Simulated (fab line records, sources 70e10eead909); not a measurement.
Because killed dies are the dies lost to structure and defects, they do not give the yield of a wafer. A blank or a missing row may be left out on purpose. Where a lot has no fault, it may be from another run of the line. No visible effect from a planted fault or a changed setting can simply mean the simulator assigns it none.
Which tool is to blame? | flow nand harc | 24 lots (72 wafers sampled), 1 step of a 1159-step route

## WHAT THE GAUGES READ, wafer by wafer
NHARC_A_M0_CD_MEAS_09 targets a cd of 80 nm. Usual: 80.5 nm for cd nm, sd 0.93.
lot  | measured     | on        | cd nm (nm)     | flag
L075 | day 17 13:50 | cd sem-03 | 79.1 79.1 79.0 |
L074 | day 17 18:28 | cd sem-01 | 81.3 81.5 80.8 |
L076 | day 17 19:40 | cd sem-02 | 80.6 81.0 81.5 |
L077 | day 17 23:56 | cd sem-03 | 81.5 82.1 81.7 |
L078 | day 18 11:06 | cd sem-01 | 80.6 80.0 80.9 |
L080 | day 19 08:22 | cd sem-02 | 80.3 81.7 80.9 |
L079 | day 19 09:40 | cd sem-03 | 81.5 81.5 81.1 |
L083 | day 19 12:43 | cd sem-01 | 79.7 79.8 79.5 |
L082 | day 19 13:52 | cd sem-02 | 79.1 79.7 79.0 |
L081 | day 19 15:10 | cd sem-03 | 79.6 80.2 80.2 |
L084 | day 19 21:50 | cd sem-03 | 80.1 80.3 81.0 |
L085 | day 20 14:01 | cd sem-03 | 80.8 79.6 81.7 |
L086 | day 20 14:10 | cd sem-02 | 79.6 80.1 80.2 |
L087 | day 20 20:06 | cd sem-02 | 81.0 80.7 81.3 |
L089 | day 21 18:05 | cd sem-03 | 81.3 81.6 81.8 |
L091 | day 21 23:12 | cd sem-02 | 81.8 82.5 80.9 |
L088 | day 21 23:38 | cd sem-03 | 79.1 78.6 80.4 |
L090 | day 22 01:22 | cd sem-02 | 80.8 80.7 79.7 |
L093 | day 22 03:45 | cd sem-03 | 81.3 80.6 82.4 |
L092 | day 22 04:04 | cd sem-03 | 81.1 81.1 80.3 |
L096 | day 22 14:16 | cd sem-02 | 79.9 80.6 81.1 |
L094 | day 22 23:39 | cd sem-01 | 80.3 80.3 80.6 |
L095 | day 23 00:09 | cd sem-02 | 79.4 79.6 79.8 |
L097 | day 23 07:53 | cd sem-01 | 80.9 81.6 81.3 |

## TOOL THAT RAN EACH LOT (tool first, then ch and the chambers of the sampled wafers, then the start)
Before these readings, the record contains no process step.

## WHAT THE TOOLS THEMSELVES READ (means of the sampled wafers that have a number; where no wafer has one, the mark that the record gives instead)
The record holds no such reading with a usual standard deviation.

## THE ANSWER, worked out from the rows above alone
Rule: take the mean of a lot's wafers that have a number; if it is more than 3 standard deviations from the usual mean, the lot is off. A lot without any number at a reading at which 4 lots or more have one is off too. Where the step has rows for the other lots, those lots are counted as sound. The gauges are gone through in route order, then the tools' own readings, and for those a lot's mean is taken as printed above. At the first step where some lot is off, the reading lying furthest off is the one used; lots without a number count as furthest.
Across all readings shown, no lot is off: no conclusion can be drawn from this.

## WHAT THE SIMULATOR PUT IN
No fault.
